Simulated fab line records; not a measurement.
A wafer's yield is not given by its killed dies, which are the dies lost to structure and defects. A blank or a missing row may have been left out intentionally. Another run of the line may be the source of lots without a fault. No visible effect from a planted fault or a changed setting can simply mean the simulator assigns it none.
One fault through the eyes of 2 desks    flow nandHarc    what lay behind the numbers comes last; until then each desk has only its own

== TOOL OWNER'S DESK, pecvdOnon-04 ==
The tool's own readings at NHARC_A_ONON_D2_DEP_28 (target thk 1000 nm): means of the sampled wafers that have a number, for each lot that ran on this tool. Any lot whose mean is over 4 standard deviations away from the usual mean is out of limits and marked OUT; that distance is given in the brackets.
Columns: A = nh3FlowSccm at NHARC_A_ONON_D2_DEP_28, usual 499.9 sccm; B = susceptorTempC at NHARC_A_ONON_D2_DEP_28, usual 400.03 C
lot   first seen here  A      B
L516  day 15 02:49     498.6  400.07
L517  day 15 09:42     502.8  400.01
L519  day 15 23:13     501.2  399.94
L520  day 17 02:17     499.7  400.06
L529  day 20 17:28     500.0  399.81
Finding of this desk: none of the 5 lots has anything out of limits.

== THE METROLOGY DESK ==
What the gauges read, lot by lot, whatever tool the lot ran on: means of the sampled wafers that have a number. Any lot whose mean is over 4 standard deviations away from the usual mean is out of limits and marked OUT; that distance is given in the brackets.
Columns: A = thkNm at NHARC_A_ONON_D2_THK_MEAS_27, usual 1000 nm; B = thkNm at NHARC_A_ONON_D2_THK_MEAS_30, usual 1001 nm
lot   first seen here  A     B
L513  day 13 08:01     999   1001
L512  day 13 08:02     1005  992
L514  day 13 21:26     993   997
L516  day 15 02:35     1000  995
L517  day 15 09:38     1013  1020
L519  day 15 23:06     998   998
L518  day 15 23:08     1000  993
L521  day 17 02:05     1003  1006
L522  day 17 02:07     1002  990
L520  day 17 02:10     1004  1020
L529  day 20 17:24     1011  1031
L533  day 22 03:02     1009  1009
L534  day 22 11:02     999   996
Finding of this desk: none of the 13 lots has anything out of limits.

== TAKEN TOGETHER ==
The tool owner's desk saw nothing out of limits.
At the metrology desk, nothing out of limits was observed.

== WHAT THE SIMULATOR PUT IN ==
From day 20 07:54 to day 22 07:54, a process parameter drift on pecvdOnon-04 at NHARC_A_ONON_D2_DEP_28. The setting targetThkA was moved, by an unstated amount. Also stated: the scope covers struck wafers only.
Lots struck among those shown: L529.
